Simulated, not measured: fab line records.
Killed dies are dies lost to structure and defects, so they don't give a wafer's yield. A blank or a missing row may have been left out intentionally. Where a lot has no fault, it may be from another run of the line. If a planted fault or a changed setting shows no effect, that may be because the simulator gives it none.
fab line records | flow n5-finfet
record lots=21 wafers=63 last-day=17
route steps=1938 shown FIN_CUT@177 STI_FIN_REVEAL@188 SD_EPI_N@277
lots that met no fault: from a run of the same line without faults
start-h: start of the lot's first displayed wafer, in hours after the record's first day | wait-h: hours from the lot's prior step to this one | " as in the row above | L1.1+2: several wafers, shown together as one row | - no value, or no start given | * or withheld: withheld | < > ~ a bound
route shown NAME@n: a module of which the file shows steps, and the number in the route of the first | usual: mean/standard deviation taken from wafers without a fault | same: alike in all rows | chamber/n: place in a boat | sites: the reading at each site | _std_site: standard deviation across them | _edge_site: the outer-site mean with the inner-site mean subtracted | radius-mm: for every site, how far away it sits from the centre of the wafer | mask NAME#n: copy n | behind: the most recent tool/chamber to have shaped the wafer | hold: why the lot went on hold/how many hours it stayed there/how the hold came to an end | device: which transistor (n, p or np) failed to switch | end of line: the route-end tests of the same wafers | a step with no rows: only its recipe | killed: at the first sort, the dies lost to defects and structure; wafer yield is something else | map: a wafer's dies, marking killed ones x, the rest . and places with no die _
set.NAME: the setting that was run; set.NAME@STEP: the one run at that earlier step | model.NAME: the simulator's own value behind a step, which no gauge read
one table for each step of the route and one row for each wafer, over a sample of lots
services: a tool's chamber out of use, with start hour (start-h, from the record's first day; less than 0 if before it), hours out, and reason
## steps
# step N5_FIN_CUT_CUT_ETCH_28
# recipe chemistry=HBr/Cl2/O2 target=Si target-depth-a=60 mask-material=SOC time-s=2.4 ion-energy-ev=* bias-w=* pressure-mtorr=10 icp-w=800 HBr_flow_sccm=150 Cl2_flow_sccm=80 O2_flow_sccm=12
# usual drypump-motor-current-A=6.0/0.52 oes_o_777_au=1.001/0.023 oes-product-au=1.004/0.0094 throttle-valve-pct=37.23/0.28
# columns lot.wafer tool chamber start-h wait-h drypump-motor-current-A oes_o_777_au oes-product-au rf-hours-counter-h throttle-valve-pct
L075.3 rie-si-01 1 33.77 0.0 6.2 0.993 1.007 117 37.10
L075.4 " 2 " " 6.2 0.997 1.011 148 37.18
L075.5 " 0 " " 6.2 1.011 1.015 - 37.60
L076.2 rie-si-05 2 38.76 0.0 5.3 1.016 1.008 84 37.37
L076.4 " 3 " " 6.6 1.043 1.004 190 36.85
L076.6 " 2 " " 5.3 0.995 1.005 - 37.37
L077.1 rie-si-06 0 46.29 0.0 6.7 0.983 1.009 61 37.52
L077.3 " 2 " " 5.7 0.973 0.984 79 37.19
L077.5 " 1 " " 5.0 1.016 1.004 - 36.72
L078.1 rie-si-06 3 52.95 0.0 5.9 0.999 0.991 189 37.59
L078.3 " 2 " " 5.6 0.976 0.993 79 37.18
L078.6 " 2 " " 5.7 0.977 0.988 - 37.17
L079.1 rie-si-01 3 59.27 0.0 6.3 0.964 0.995 166 37.37
L079.4 " 2 " " 6.2 0.987 1.006 149 37.21
L079.6 " 1 " " 6.3 0.992 0.994 - 37.10
L080.1 rie-si-01 0 63.15 0.0 6.2 1.017 1.015 14 37.58
L080.3 " 1 " " 6.3 0.993 1.006 117 37.11
L080.6 " 0 " " 6.2 1.014 1.013 - 37.59
L081.1 rie-si-01 2 69.46 0.0 6.2 1.003 1.011 149 37.20
L081.4 " 0 " " 6.2 1.019 1.009 14 37.59
L081.6 " 0 " " 6.2 1.010 1.014 - 37.58
L082.1 rie-si-01 0 76.36 0.0 6.2 1.019 1.014 15 37.59
L082.4 " 1 " " 6.3 0.994 1.002 117 37.09
L082.6 " 2 " " 6.2 0.997 1.011 - 37.20
L083.1 rie-si-06 2 81.18 0.0 5.7 0.969 1.004 80 37.19
L083.2 " 1 " " 5.0 1.017 1.011 4 36.71
L083.4 " 3 " " 5.8 1.010 0.998 190 37.58
L084.3 rie-si-06 3 87.95 0.0 5.8 1.008 0.992 190 37.59
L084.5 " 2 " " 5.7 0.974 0.992 - 37.18
L084.6 " 1 " " 5.0 1.029 1.001 - 36.72
L086.1 rie-si-01 2 102.63 0.0 6.2 0.999 1.011 149 37.19
L086.2 " 1 " " 6.4 0.989 1.005 118 37.10
L086.4 " 0 " " 6.2 1.013 1.015 15 37.59
L087.2 rie-si-01 3 107.37 0.0 6.3 0.971 0.986 167 37.38
L087.5 " 3 " " 6.3 0.950 0.997 - 37.38
L087.6 " 2 " " 6.2 1.001 1.009 - 37.18
L088.2 rie-si-05 3 113.42 0.0 6.6 1.049 1.011 191 36.85
L088.3 " 0 " " 5.7 0.993 1.021 45 36.98
L088.5 " 3 " " 6.6 1.053 1.007 - 36.85
L089.2 rie-si-05 3 117.68 0.0 6.6 1.051 1.013 191 36.83
L089.3 " 0 " " 5.7 0.999 1.018 45 36.99
L089.6 " 2 " " 5.3 1.010 1.004 - 37.37
L090.1 rie-si-06 0 124.71 0.0 6.6 0.983 1.006 62 37.53
L090.3 " 2 " " 5.7 0.973 0.994 81 37.17
L090.6 " 0 " " 6.6 0.989 1.006 - 37.53
L091.4 rie-si-05 2 129.74 0.0 5.3 1.009 1.003 85 37.36
L091.5 " 3 " " 6.6 1.045 1.018 - 36.84
L091.6 " 2 " " 5.3 1.012 1.004 - 37.37
L092.1 rie-si-01 0 136.48 0.0 6.2 1.013 1.008 16 37.57
L092.4 " 1 " " 6.3 1.000 0.996 118 37.10
L092.6 " 0 " " 6.2 1.011 1.016 - 37.59
L093.1 rie-si-06 0 142.09 0.0 6.6 0.984 1.004 63 37.53
L093.4 " 3 " " 5.8 1.002 1.002 191 37.59
L093.5 " 0 " " 6.6 0.988 1.010 - 37.53
L094.2 rie-si-06 1 148.49 0.0 5.0 1.024 1.007 6 36.72
L094.3 " 2 " " 5.7 0.974 0.994 81 37.20
L094.4 " 0 " " 6.6 0.992 1.002 63 37.52
L096.2 rie-si-06 2 159.38 0.0 5.6 0.968 0.990 82 37.19
L096.3 " 1 " " 5.0 1.016 1.011 6 36.73
L096.6 " 0 " " 6.6 0.995 1.008 - 37.52
L097.1 rie-si-01 3 165.31 0.0 6.3 0.963 0.993 168 37.39
L097.4 " 1 " " 6.2 0.994 1.000 119 37.10
L097.5 " 2 " " 6.2 1.000 1.007 - 37.20
# step N5_STI_FIN_REVEAL_THK_MEAS_05
# usual thk-nm=131.8/0.96
# columns lot.wafer tool chamber start-h wait-h thk-nm
L075.3 film-metro-01 - 39.42 - 132.3
L075.4 " - " " 132.1
L075.5 " - " " 132.6
L076.2 film-metro-02 - 45.35 - 130.5
L076.4 " - " " 130.7
L076.6 " - " " 129.8
L077.1 film-metro-01 - 52.53 - 129.6
L077.3 " - " " 131.0
L077.5 " - " " 130.3
L078.1 film-metro-02 - 59.96 - 133.5
L078.3 " - " " 131.9
L078.6 " - " " 131.9
L079.1 film-metro-02 - 64.91 - 130.5
L079.4 " - " " 130.3
L079.6 " - " " 132.7
L080.1 film-metro-02 - 68.83 - 133.0
L080.3 " - " " 132.4
L080.6 " - " " 131.5
L081.1 film-metro-02 - 75.11 - 131.2
L081.4 " - " " 133.0
L081.6 " - " " 133.0
L082.1 film-metro-01 - 82.11 - 131.0
L082.4 " - " " 131.3
L082.6 " - " " 130.6
L083.1 film-metro-02 - 87.17 - 132.3
L083.2 " - " " 132.4
L083.4 " - " " 132.6
L084.3 film-metro-02 - 93.79 - 130.1
L084.5 " - " " 131.1
L084.6 " - " " 131.5
L086.1 film-metro-01 - 108.31 - 130.3
L086.2 " - " " 131.7
L086.4 " - " " 131.5
L087.2 film-metro-02 - 113.01 - 132.4
L087.5 " - " " 133.5
L087.6 " - " " 131.8
L088.2 film-metro-02 - 119.08 - 130.7
L088.3 " - " " 131.3
L088.5 " - " " 132.3
L089.2 film-metro-01 - 123.33 - 131.0
L089.3 " - " " 132.7
L089.6 " - " " 131.7
L090.1 film-metro-01 - 130.37 - 131.4
L090.3 " - " " 132.6
L090.6 " - " " 132.5
L091.4 film-metro-01 - 135.44 - 132.0
L091.5 " - " " 132.2
L091.6 " - " " 131.0
L092.1 film-metro-01 - 142.45 - 131.7
L092.4 " - " " 132.8
L092.6 " - " " 132.3
L093.1 film-metro-01 - 147.96 - 131.3
L093.4 " - " " 132.2
L093.5 " - " " 131.0
L094.2 film-metro-02 - 154.14 - 132.9
L094.3 " - " " 130.6
L094.4 " - " " 133.1
L096.2 film-metro-02 - 165.62 - 130.2
L096.3 " - " " 131.0
L096.6 " - " " 131.3
L097.1 film-metro-02 - 170.96 - 133.3
L097.4 " - " " 134.0
L097.5 " - " " 132.6
# step N5_STI_FIN_REVEAL_DENSIFY_30
# recipe temp-c=* time-s=* ambient=N2 idle-temp-c=600 ramp-up-c-per-s=150 ramp-down-c-per-s=60 cool-to-c=600
# usual lamp-power-pct=11.53/0.054 lamp_zone_2_pct=11.528/0.019 lamp_zone_6_pct=11.455/0.021 wafer_temp_C_max=*
# columns lot.wafer tool chamber start-h wait-h lamp-power-pct lamp_zone_2_pct lamp_zone_6_pct wafer_temp_C_max
L075.3 rtp-anneal-02 0 39.58 0.2 11.52 11.543 11.438 *
L075.4 " 0 " " 11.53 11.529 11.490 *
L075.5 " 0 " " 11.53 11.527 11.478 *
L076.2 rtp-anneal-01 0 45.49 0.1 11.50 11.493 11.454 *
L076.4 " 0 " " 11.58 11.524 11.457 *
L076.6 " 0 " " 11.53 11.551 11.437 *
L077.1 rtp-anneal-02 0 52.56 0.0 11.70 11.546 11.468 *
L077.3 " 0 " " 11.40 11.503 11.455 *
L077.5 " 0 " " 11.53 11.517 11.461 *
L078.1 rtp-anneal-02 0 59.99 0.0 11.49 11.547 11.486 *
L078.3 " 0 " " 11.62 11.529 11.468 *
L078.6 " 0 " " 11.64 11.549 11.466 *
L079.1 rtp-anneal-02 0 64.98 0.1 11.54 11.518 11.448 *
L079.4 " 0 " " 11.60 11.516 11.473 *
L079.6 " 0 " " 11.61 11.551 11.459 *
L080.1 rtp-anneal-01 0 68.86 0.0 11.60 11.525 11.456 *
L080.3 " 0 " " 11.63 11.509 11.441 *
L080.6 " 0 " " 11.51 11.500 11.437 *
L081.1 rtp-anneal-02 0 75.16 0.0 11.46 11.518 11.442 *
L081.4 " 0 " " 11.61 11.556 11.448 *
L081.6 " 0 " " 11.60 11.523 11.448 *
L082.1 rtp-anneal-02 0 82.45 0.3 11.52 11.534 11.457 *
L082.4 " 0 " " 11.50 11.548 11.475 *
L082.6 " 0 " " 11.50 11.537 11.484 *
L083.1 rtp-anneal-01 0 87.20 0.0 11.52 11.492 11.439 *
L083.2 " 0 " " 11.54 11.545 11.419 *
L083.4 " 0 " " 11.58 11.526 11.406 *
L084.3 rtp-anneal-01 0 93.87 0.1 11.45 11.522 11.424 *
L084.5 " 0 " " 11.50 11.542 11.454 *
L084.6 " 0 " " 11.56 11.544 11.466 *
L086.1 rtp-anneal-02 0 108.33 0.0 11.49 11.483 11.462 *
L086.2 " 0 " " 11.57 11.519 11.426 *
L086.4 " 0 " " 11.52 11.531 11.418 *
L087.2 rtp-anneal-02 0 113.07 0.1 11.56 11.499 11.425 *
L087.5 " 0 " " 11.50 11.548 11.414 *
L087.6 " 0 " " 11.58 11.513 11.453 *
L088.2 rtp-anneal-01 0 119.13 0.1 11.49 11.538 11.427 *
L088.3 " 0 " " 11.51 11.493 11.455 *
L088.5 " 0 " " 11.44 11.526 11.439 *
L089.2 rtp-anneal-01 0 123.46 0.1 11.57 11.509 11.438 *
L089.3 " 0 " " 11.54 11.533 11.488 *
L089.6 " 0 " " 11.56 11.531 11.445 *
L090.1 rtp-anneal-02 0 130.40 0.0 11.45 11.539 11.425 *
L090.3 " 0 " " 11.55 11.519 11.451 *
L090.6 " 0 " " 11.55 11.520 11.437 *
L091.4 rtp-anneal-01 0 135.56 0.1 11.47 11.540 11.448 *
L091.5 " 0 " " 11.55 11.540 11.456 *
L091.6 " 0 " " 11.43 11.526 11.452 *
L092.1 rtp-anneal-01 0 142.47 0.0 11.59 11.548 11.454 *
L092.4 " 0 " " 11.56 11.536 11.471 *
L092.6 " 0 " " 11.50 11.521 11.486 *
L093.1 rtp-anneal-01 0 148.09 0.1 11.55 11.557 11.465 *
L093.4 " 0 " " 11.59 11.519 11.456 *
L093.5 " 0 " " 11.49 11.534 11.462 *
L094.2 rtp-anneal-01 0 154.19 0.1 11.54 11.551 11.455 *
L094.3 " 0 " " 11.46 11.530 11.478 *
L094.4 " 0 " " 11.48 11.508 11.417 *
L096.2 rtp-anneal-02 0 165.68 0.1 11.56 11.539 11.453 *
L096.3 " 0 " " 11.53 11.519 11.461 *
L096.6 " 0 " " 11.52 11.521 11.485 *
L097.1 rtp-anneal-02 0 171.04 0.1 11.58 11.550 11.438 *
L097.4 " 0 " " 11.49 11.552 11.441 *
L097.5 " 0 " " 11.52 11.495 11.480 *
# step N5_STI_FIN_REVEAL_ETCH_34
# recipe chemistry=H2 mode=isotropic material=Si target=Si target-depth-a=9.7 temp-c=20 pressure-mtorr=4.5 icp-w=300 bias-w=0 h2-flow-sccm=7.5 he-flow-sccm=142.5
# usual drypump-motor-current-A=5.8/0.46 h2-flow-sccm=7.502/0.026 oes-product-au=0.999/0.018 temp-c=20.00/0.11 throttle-valve-pct=25.61/0.28
# columns lot.wafer tool chamber start-h wait-h drypump-motor-current-A h2-flow-sccm oes-product-au rf-hours-counter-h temp-c throttle-valve-pct
L075.3 rie-si-04 0 42.21 0.1 6.5 7.490 0.960 62 19.82 25.30
L075.4 " 2 " " 4.9 7.519 0.989 7 19.78 25.25
L075.5 " 3 " " 6.4 7.530 0.988 - 19.99 25.61
L076.2 rie-si-02 0 48.01 0.1 5.9 7.472 1.013 75 20.05 25.74
L076.4 " 3 " " 6.2 7.565 0.983 138 20.01 25.78
L076.6 " 0 " " 5.9 7.485 1.018 - 20.04 25.75
L077.1 rie-si-04 2 55.14 0.2 4.9 7.566 0.993 8 20.14 25.25
L077.3 " 0 " " 6.4 7.461 0.977 62 19.98 25.31
L077.5 " 1 " " 5.4 7.469 0.970 - 20.01 25.72
L078.1 rie-si-02 0 62.56 0.2 5.9 7.516 1.015 75 19.92 25.74
L078.3 " 3 " " 6.2 7.505 0.991 138 20.19 25.77
L078.6 " 1 " " 5.7 7.487 1.026 - 19.80 25.60
L079.1 rie-si-03 0 67.59 0.2 5.1 7.556 1.012 86 20.16 25.22
L079.4 " 0 " " 5.1 7.508 0.997 - 20.01 25.21
L079.6 " 1 " " 6.0 7.509 0.982 - 19.78 26.23
L080.1 rie-si-02 2 71.42 0.2 6.0 7.478 1.000 76 20.07 25.49
L080.3 " 3 " " 6.2 7.493 0.991 139 19.86 25.79
L080.6 " 3 " " 6.2 7.500 1.003 - 19.99 25.77
L081.1 rie-si-02 0 77.72 0.2 5.9 7.485 1.019 75 20.11 25.75
L081.4 " 3 " " 6.2 7.485 1.009 139 20.06 25.78
L081.6 " 1 " " 5.8 7.504 1.031 - 19.99 25.62
L082.1 rie-si-02 0 85.01 0.2 5.9 7.484 1.019 75 19.94 25.73
L082.4 " 2 " " 6.0 7.506 1.004 76 19.99 25.48
L082.6 " 0 " " 5.9 7.479 1.025 - 20.10 25.73
L083.1 rie-si-02 2 89.97 0.2 6.0 7.525 1.002 76 19.96 25.48
L083.2 " 3 " " 6.1 7.496 0.994 139 19.94 25.78
L083.4 " 0 " " 5.9 7.551 1.011 75 20.04 25.73
L084.3 rie-si-02 0 96.37 0.1 5.9 7.532 1.028 75 19.85 25.76
L084.5 " 2 " " 6.0 7.496 0.999 - 20.24 25.50
L084.6 " 3 " " 6.2 7.527 0.995 - 20.05 25.78
L086.1 rie-si-03 3 111.09 0.2 5.5 7.510 0.976 115 19.93 26.10
L086.2 " 2 " " 5.5 7.515 1.002 9 20.17 25.60
L086.4 " 0 " " 5.1 7.524 1.009 87 19.71 25.21
L087.2 rie-si-03 2 115.72 0.1 5.5 7.465 1.024 9 20.00 25.60
L087.5 " 0 " " 5.1 7.478 1.008 - 19.88 25.22
L087.6 " 1 " " 6.0 7.445 0.989 - 19.92 26.23
L088.2 rie-si-04 2 121.80 0.1 4.9 7.545 0.987 9 20.14 25.23
L088.3 " 3 " " 6.4 7.453 0.982 88 20.07 25.62
L088.5 " 3 " " 6.4 7.496 0.968 - 20.10 25.64
L089.2 rie-si-02 0 126.01 0.1 5.9 7.501 1.026 76 20.00 25.74
L089.3 " 2 " " 6.0 7.528 1.001 77 20.15 25.49
L089.6 " 1 " " 5.7 7.442 1.020 - 20.12 25.61
L090.1 rie-si-03 0 133.02 0.2 5.1 7.521 1.011 88 19.96 25.22
L090.3 " 1 " " 6.0 7.492 0.995 184 20.00 26.23
L090.6 " 1 " " 6.0 7.506 0.981 - 20.11 26.25
L091.4 rie-si-02 2 138.10 0.1 5.9 7.538 0.995 77 19.80 25.50
L091.5 " 0 " " 5.9 7.530 1.003 - 20.19 25.74
L091.6 " 1 " " 5.8 7.539 1.028 - 19.93 25.60
L092.1 rie-si-04 1 145.04 0.2 5.4 7.441 0.997 0 19.99 25.26
L092.4 " 0 " " 6.5 7.482 0.970 64 19.99 25.32
L092.6 " 3 " " 6.4 7.480 0.973 - 20.02 25.61
L093.1 rie-si-04 3 150.75 0.2 6.4 7.480 0.980 89 20.09 25.62
L093.4 " 0 " " 6.5 7.513 0.971 64 20.06 25.30
L093.5 " 3 " " 6.4 7.502 0.985 - 20.14 25.62
L094.2 rie-si-02 0 156.73 0.1 5.9 7.529 1.011 77 20.07 25.75
L094.3 " 3 " " 6.2 7.466 0.991 140 20.11 25.79
L094.4 " 1 " " 5.8 7.493 1.002 134 20.14 25.61
L096.2 rie-si-03 3 168.34 0.1 5.5 7.465 0.984 116 20.13 26.09
L096.3 " 2 " " 5.5 7.500 1.019 10 20.15 25.58
L096.6 " 2 " " 5.5 7.466 1.018 - 19.97 25.60
L097.1 rie-si-04 1 173.81 0.3 5.4 7.506 0.984 1 19.91 25.29
L097.4 " 3 " " 6.4 7.518 0.977 89 19.82 25.62
L097.5 " 3 " " 6.5 7.512 0.979 - 19.90 25.63
# step N5_SD_EPI_N_ETCHBACK_44
# recipe chemistry=CH3F/O2 mode=anisotropic-etchback target=SiNx target-depth-a=145 stop-on=SiO2 over-etch-frac=0.3 ion-energy-ev=120 pressure-mtorr=30 source-w=395 bias-w=73 Ar_flow_sccm=150 CH3F_flow_sccm=30 O2_flow_sccm=20
# usual drypump-motor-current-A=5.8/0.54 oes_o_777_au=0.78/0.076 oes-product-au=0.67/0.066 rf-vpp-V=299.2/2.7 showerhead-plenum-p-Torr=2.00/0.065 throttle-valve-pct=16.36/0.23
# columns lot.wafer tool chamber start-h wait-h drypump-motor-current-A oes_o_777_au oes-product-au rf-hours-counter-h rf-vpp-V showerhead-plenum-p-Torr throttle-valve-pct
L075.3 rie-diel-04 1 55.66 0.0 6.0 0.70 0.59 225 297.2 1.97 16.57
L075.4 " 3 " " 6.0 0.94 0.80 6 301.7 2.13 16.09
L075.5 " 0 " " 6.5 0.72 0.61 - 297.9 1.99 16.52
L076.2 rie-diel-02 3 60.41 0.0 5.1 0.69 0.61 181 294.7 1.99 16.74
L076.4 " 1 " " 5.5 0.74 0.63 170 298.7 2.07 16.49
L076.6 " 2 " " 6.5 0.87 0.74 - 299.1 2.03 16.40
L077.1 rie-diel-06 0 67.76 0.0 6.8 0.79 0.71 74 299.3 1.93 15.97
L077.3 " 3 " " 4.9 0.84 0.72 52 302.0 2.03 16.29
L077.5 " 0 " " 6.8 0.80 0.70 - 299.4 1.93 15.97
L078.1 rie-diel-02 1 76.48 0.0 5.5 0.74 0.62 174 300.8 2.07 16.53
L078.3 " 3 " " 5.1 0.69 0.59 186 293.7 1.99 16.76
L078.6 " 3 " " 5.1 0.69 0.60 - 294.5 1.99 16.77
L079.1 rie-diel-04 2 80.66 0.0 5.9 0.88 0.75 26 302.4 1.96 16.26
L079.4 " 1 " " 5.9 0.69 0.59 233 297.5 1.97 16.60
L079.6 " 0 " " 6.5 0.71 0.61 - 296.6 1.99 16.55
L080.1 rie-diel-02 1 83.93 0.0 5.5 0.74 0.62 176 299.4 2.07 16.52
L080.3 " 3 " " 5.1 0.69 0.60 189 294.9 1.99 16.76
L080.6 " 3 " " 5.1 0.68 0.60 - 294.0 1.99 16.77
L081.1 rie-diel-04 3 90.13 0.0 6.0 0.90 0.78 18 302.7 2.13 16.11
L081.4 " 2 " " 5.8 0.87 0.76 30 301.9 1.96 16.28
L081.6 " 2 " " 5.8 0.87 0.76 - 301.0 1.96 16.27
L082.1 rie-diel-06 0 97.87 0.0 6.8 0.78 0.69 85 297.3 1.93 15.99
L082.4 " 3 " " 4.9 0.83 0.71 63 301.6 2.03 16.34
L082.6 " 1 " " 5.7 0.77 0.66 - 300.2 2.09 16.60
L083.1 rie-diel-06 3 102.00 0.0 4.9 0.83 0.71 64 303.6 2.03 16.34
L083.2 " 1 " " 5.7 0.77 0.66 114 302.9 2.09 16.61
L083.4 " 0 " " 6.8 0.78 0.69 86 298.7 1.93 15.99
L084.3 rie-diel-06 2 110.27 0.0 6.0 0.74 0.64 134 301.4 1.93 16.20
L084.5 " 2 " " 6.0 0.73 0.64 - 299.3 1.93 16.20
L084.6 " 1 " " 5.7 0.78 0.66 - 301.7 2.09 16.60
L086.1 rie-diel-04 0 123.12 0.0 6.5 0.70 0.59 226 296.5 1.98 16.55
L086.2 " 2 " " 5.8 0.85 0.74 45 301.6 1.95 16.31
L086.4 " 0 " " 6.5 0.70 0.60 - 296.9 1.98 16.56
L087.2 rie-diel-06 1 127.94 0.0 5.7 0.77 0.65 123 302.5 2.09 16.63
L087.5 " 3 " " 4.9 0.82 0.70 - 303.1 2.02 16.35
L087.6 " 0 " " 6.8 0.78 0.68 - 298.3 1.93 16.00
L088.2 rie-diel-02 3 135.90 0.0 5.1 0.67 0.59 212 294.6 1.98 16.82
L088.3 " 1 " " 5.5 0.72 0.61 199 300.6 2.06 16.56
L088.5 " 1 " " 5.5 0.72 0.61 - 297.8 2.06 16.57
L089.2 rie-diel-04 1 138.69 0.0 5.9 0.69 0.59 248 297.1 1.96 16.63
L089.3 " 3 " " 6.0 0.86 0.73 41 301.7 2.12 16.13
L089.6 " 2 " " 5.9 0.84 0.73 - 300.8 1.95 16.32
L090.1 rie-diel-06 1 145.73 0.0 5.7 0.76 0.65 128 300.9 2.09 16.64
L090.3 " 2 " " 5.9 0.73 0.63 145 302.0 1.92 16.22
L090.6 " 1 " " 5.7 0.76 0.65 - 300.8 2.09 16.66
L091.4 rie-diel-04 2 150.53 0.1 5.8 0.84 0.72 - 300.7 1.95 16.32
L091.5 " 3 " " 6.0 0.84 0.73 - 301.6 2.12 16.16
L091.6 " 1 " " 5.9 0.68 0.58 - 297.5 1.96 16.63
L092.1 rie-diel-04 0 159.09 0.0 6.5 0.69 0.59 237 296.3 1.98 16.58
L092.4 " 0 " " 6.5 0.70 0.58 - 296.8 1.98 16.59
L092.6 " 2 " " 5.8 0.83 0.71 - 300.6 1.95 16.33
L093.1 rie-diel-02 2 163.18 0.0 6.5 0.83 0.71 82 299.1 2.02 16.46
L093.4 " 3 " " 5.1 0.67 0.58 223 294.6 1.97 16.85
L093.5 " 2 " " 6.5 0.83 0.71 - 301.4 2.02 16.45
L094.2 rie-diel-06 3 171.13 0.0 4.9 0.80 0.68 90 303.1 2.02 16.38
L094.3 " 0 " " 6.8 0.77 0.68 106 299.5 1.92 16.03
L094.4 " 1 " " 5.7 0.75 0.64 139 301.2 2.09 16.66
L096.2 rie-diel-06 2 183.63 0.0 5.9 0.71 0.62 159 299.8 1.92 16.23
L096.3 " 0 " " 6.8 0.76 0.67 109 298.9 1.92 16.02
L096.6 " 0 " " 6.8 0.76 0.67 - 298.3 1.92 16.04
L097.1 rie-diel-04 1 185.93 0.0 6.0 0.97 0.82 4 296.8 1.96 16.18
L097.4 " 0 " " 6.5 0.69 0.58 248 294.9 1.98 16.61
L097.5 " 2 " " 5.9 0.81 0.70 - 300.5 1.94 16.35
# step N5_SD_EPI_N_STRIP_38
# recipe chemistry=N2/H2 power-w=1000 temp-c=250 h2-frac=0.65 overash-fraction=0.3 pressure-mtorr=withheld n2-flow-sccm=1750 h2-flow-sccm=3250
# usual drypump-motor-current-A=5.5/0.63 h2-flow-sccm=3251/9.7 heater-power-w=326/18 oes-product-au=0.760/0.011 temp-c=250.03/0.18
# columns lot.wafer tool chamber start-h wait-h drypump-motor-current-A h2-flow-sccm heater-power-w oes-product-au rf-hours-counter-h temp-c
L075.3 plasma-asher-01 0 56.05 0.1 6.6 3265 352 0.757 - 250.05
L075.4 " 1 " " 5.3 3245 336 0.764 - 250.05
L075.5 " 0 " " 6.6 3245 346 0.784 - 250.08
L076.2 plasma-asher-02 0 60.78 0.1 4.9 3256 338 0.745 82 250.16
L076.4 " 1 " " 5.2 3241 296 0.769 - 249.91
L076.6 " 1 " " 5.2 3245 300 0.765 - 249.98
L077.1 plasma-asher-02 1 68.12 0.1 5.2 3227 299 0.776 83 249.91
L077.3 " 0 " " 5.0 3247 328 0.769 - 249.95
L077.5 " 1 " " 5.2 3237 301 0.753 - 250.06
L078.1 plasma-asher-02 0 76.85 0.1 4.9 3256 330 0.742 85 249.93
L078.3 " 1 " " 5.2 3249 291 0.743 - 249.75
L078.6 " 0 " " 4.9 3255 335 0.768 - 250.19
L079.1 plasma-asher-01 1 81.03 0.1 5.3 3241 346 0.756 41 249.86
L079.4 " 0 " " 6.6 3252 338 0.753 - 249.96
L079.6 " 1 " " 5.3 3239 335 0.768 - 249.86
L080.1 plasma-asher-01 1 84.30 0.1 5.3 3248 335 0.762 42 250.41
L080.3 " 0 " " 6.6 3262 357 0.761 - 249.87
L080.6 " 1 " " 5.3 3264 326 0.760 - 250.05
L081.1 plasma-asher-01 1 90.49 0.1 5.3 3248 337 0.757 43 250.00
L081.4 " 1 " " 5.3 3252 335 0.760 - 250.13
L081.6 " 0 " " 6.6 3255 352 0.760 - 249.98
L082.1 plasma-asher-02 1 98.23 0.1 5.2 3247 302 0.765 89 250.01
L082.4 " 0 " " 4.9 3247 334 0.734 - 249.99
L082.6 " 0 " " 4.9 3250 337 0.748 - 250.20
L083.1 plasma-asher-01 1 102.37 0.1 5.4 3237 324 0.745 45 250.10
L083.2 " 0 " " 6.6 3251 333 0.761 45 249.90
L083.4 " 1 " " 5.3 3239 333 0.754 - 250.35
L084.3 plasma-asher-01 1 110.66 0.1 5.3 3253 334 0.772 - 250.08
L084.5 " 0 " " 6.6 3252 343 0.765 - 249.94
L084.6 " 1 " " 5.3 3257 336 0.753 - 249.99
L086.1 plasma-asher-02 0 123.48 0.1 4.9 3271 332 0.755 94 250.35
L086.2 " 1 " " 5.2 3262 297 0.755 94 249.91
L086.4 " 1 " " 5.2 3266 295 0.780 - 250.11
L087.2 plasma-asher-01 0 128.31 0.1 6.6 3246 334 0.776 52 250.01
L087.5 " 1 " " 5.3 3245 339 0.774 - 250.23
L087.6 " 0 " " 6.6 3234 343 0.763 - 250.14
L088.2 plasma-asher-01 0 136.27 0.1 6.6 3251 347 0.762 53 250.17
L088.3 " 1 " " 5.3 3242 335 0.747 - 249.99
L088.5 " 0 " " 6.6 3249 341 0.769 - 250.34
L089.2 plasma-asher-02 1 139.05 0.1 5.2 3255 297 0.775 98 250.43
L089.3 " 0 " " 4.9 3251 337 0.762 - 249.59
L089.6 " 1 " " 5.2 3257 297 0.767 - 249.98
L090.1 plasma-asher-02 1 146.10 0.1 5.2 3247 299 0.756 99 249.90
L090.3 " 0 " " 4.9 3251 334 0.765 - 250.05
L090.6 " 1 " " 5.2 3261 290 0.765 - 250.05
L091.4 plasma-asher-01 0 150.86 0.1 6.6 3257 328 0.772 - 249.70
L091.5 " 1 " " 5.3 3251 338 0.763 - 250.14
L091.6 " 0 " " 6.6 3247 351 0.759 - 250.29
L092.1 plasma-asher-02 1 159.46 0.1 5.2 3254 301 0.757 103 249.92
L092.4 " 0 " " 4.9 3249 330 0.766 - 250.04
L092.6 " 0 " " 4.9 3231 337 0.758 - 250.06
L093.1 plasma-asher-02 1 163.57 0.1 5.2 3263 298 0.775 105 250.00
L093.4 " 1 " " 5.2 3264 297 0.775 - 250.17
L093.5 " 1 " " 5.2 3250 301 0.751 - 249.76
L094.2 plasma-asher-02 0 171.50 0.1 4.9 3239 339 0.775 108 249.92
L094.3 " 0 " " 5.0 3246 327 0.750 - 249.83
L094.4 " 1 " " 5.2 3255 297 0.768 - 250.06
L096.2 plasma-asher-02 0 184.00 0.1 4.9 3260 331 0.736 113 250.19
L096.3 " 1 " " 5.2 3242 298 0.769 - 250.03
L096.6 " 1 " " 5.2 3251 289 0.762 - 249.91
L097.1 plasma-asher-02 1 186.29 0.1 5.2 3247 301 0.769 114 250.26
L097.4 " 0 " " 4.9 3269 324 0.772 - 249.79
L097.5 " 0 " " 4.9 3265 330 0.754 - 249.83
## services
# columns tool chamber start-h hours kind
rie-si-02 3 12.42 8.7 repair
rie-diel-04 3 13.06 - clean
rie-diel-04 3 13.06 - consumable-replace:focus-ring
rie-diel-04 3 13.06 - consumable-replace:showerhead
rie-diel-04 3 13.06 22.3 scheduled-down
rie-diel-04 3 13.06 22.3 vent-cycle
rie-diel-02 1 15.34 7.3 repair
rie-si-05 - 20.23 0.3 repair
rie-si-05 - 41.59 0.7 repair
rie-si-03 3 47.70 40.3 repair
plasma-asher-02 - 55.61 2.2 repair
rie-si-04 2 70.23 8.0 repair
rie-si-02 1 74.50 3.2 repair
rie-si-03 2 83.02 1.5 repair
rie-diel-04 0 96.47 9.4 repair
rie-si-06 3 101.62 9.4 repair
rie-diel-04 1 108.49 18.2 repair
plasma-asher-02 - 108.90 1.4 repair
rie-diel-04 1 151.30 - clean
plasma-asher-01 - 153.76 14.6 pm
rie-diel-06 2 154.30 2.7 repair
rie-si-05 3 158.32 2.6 repair
plasma-asher-01 - 168.36 28.1 pm
rie-si-06 1 176.91 5.9 repair
## key
fault none
